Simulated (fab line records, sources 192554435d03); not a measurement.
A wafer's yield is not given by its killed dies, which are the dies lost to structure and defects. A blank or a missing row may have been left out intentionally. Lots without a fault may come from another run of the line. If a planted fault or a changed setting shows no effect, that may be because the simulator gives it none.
Which of the tools did it? :: flow n5-finfet :: 8 lots, 24 wafers sampled, at 3 steps of a route of 1938

== WHAT THE GAUGES READ, wafer by wafer ==
N5_BEOL_M0_SAQP_INSPECT_42: inspects for defects (brightfield).
lot: L563
measured: day 5 17:13
on: defect-inspect-01
raw-defect-count: 247 241 271

lot: L566
measured: day 6 07:53
on: defect-inspect-01
raw-defect-count: 448 343 303

lot: L568
measured: day 6 22:21
on: defect-inspect-02
raw-defect-count: 1336 1215 1376

lot: L570
measured: day 7 11:31
on: defect-inspect-02
raw-defect-count: 1377 1337 1281

lot: L577
measured: day 9 04:37
on: defect-inspect-01
raw-defect-count: 316 289 209

lot: L578
measured: day 9 12:15
on: defect-inspect-02
raw-defect-count: 269 212 250

lot: L580
measured: day 9 20:41
on: defect-inspect-02
raw-defect-count: 303 344 371

lot: L584
measured: day 11 03:45
on: defect-inspect-02
raw-defect-count: 313 396 515

== TOOL THAT RAN EACH LOT (tool first, then ch and the chambers of the sampled wafers, then the start) ==
lot: L563
N5_BEOL_M0_SAQP_STRIP_86: rie-diel-05 ch 1,2,3, day 5 13:11
N5_BEOL_M0_SAQP_ETCH_106: rie-diel-06 ch 0,1,3, day 5 15:32

lot: L566
N5_BEOL_M0_SAQP_STRIP_86: rie-diel-01 ch 0,1,3, day 6 04:05
N5_BEOL_M0_SAQP_ETCH_106: rie-diel-06 ch 1,2,3, day 6 05:59

lot: L568
N5_BEOL_M0_SAQP_STRIP_86: rie-diel-01 ch 2,3, day 6 18:50
N5_BEOL_M0_SAQP_ETCH_106: rie-diel-06 ch 2,3, day 6 20:54

lot: L570
N5_BEOL_M0_SAQP_STRIP_86: rie-diel-06 ch 0,3, day 7 08:05
N5_BEOL_M0_SAQP_ETCH_106: rie-diel-06 ch 0,3, day 7 10:02

lot: L577
N5_BEOL_M0_SAQP_STRIP_86: rie-diel-05 ch 1,2,3, day 9 00:44
N5_BEOL_M0_SAQP_ETCH_106: rie-diel-01 ch 1,2, day 9 02:38

lot: L578
N5_BEOL_M0_SAQP_STRIP_86: rie-diel-05 ch 0,1,3, day 9 08:19
N5_BEOL_M0_SAQP_ETCH_106: rie-diel-05 ch 1,2,3, day 9 10:35

lot: L580
N5_BEOL_M0_SAQP_STRIP_86: rie-diel-05 ch 1,3, day 9 17:18
N5_BEOL_M0_SAQP_ETCH_106: rie-diel-05 ch 0,2,3, day 9 19:11

lot: L584
N5_BEOL_M0_SAQP_STRIP_86: rie-diel-01 ch 0,3, day 11 00:11
N5_BEOL_M0_SAQP_ETCH_106: rie-diel-01 ch 2,3, day 11 02:04
- N5_BEOL_M0_SAQP_STRIP_86: strips in N2/H2.
- N5_BEOL_M0_SAQP_ETCH_106: etches SOC in N2/H2, stops on SiNx, target depth 150 nm.

== THE ANSWER, worked out from the rows above alone ==
Rule: the lots themselves supply what counts as usual. Put in order of their means at a reading, lots are off if they are a third of the lots or fewer, leave a main group of 4 or more, and stand apart from it by a gap of 3 or more times the standard deviation of the main group's means; of several such gaps the widest counts. The tables above print the reading to a certain number of digits; a main group whose means all agree to those digits is not used. A lot without any number at a reading at which 4 lots or more have one is off too. Any other lot the step has rows for is counted as sound.
Off: L568, L570 (N5_BEOL_M0_SAQP_INSPECT_42, raw-defect-count). For the main group the mean is 313 and the standard deviation 61.
If a tool, at a process step before that reading, ran all the lots that are off and no sound lot after the first of them, it fits. Gauges at N5_BEOL_M0_SAQP_INSPECT_42: tried the same way as those tools. One fits: N5_BEOL_M0_SAQP_ETCH_106 on rie-diel-06. Its last sound lot is L566 (day 6 05:59), its first lot that is off L568 (day 6 20:54): a fault that began between those two fits.

== WHAT WAS PUT IN BY THE SIMULATOR ==
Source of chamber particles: rie-diel-06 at N5_BEOL_M0_SAQP_ETCH_106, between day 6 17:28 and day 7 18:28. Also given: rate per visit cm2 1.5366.
Shown lots that were struck: L568, L570. The rule above found the same.
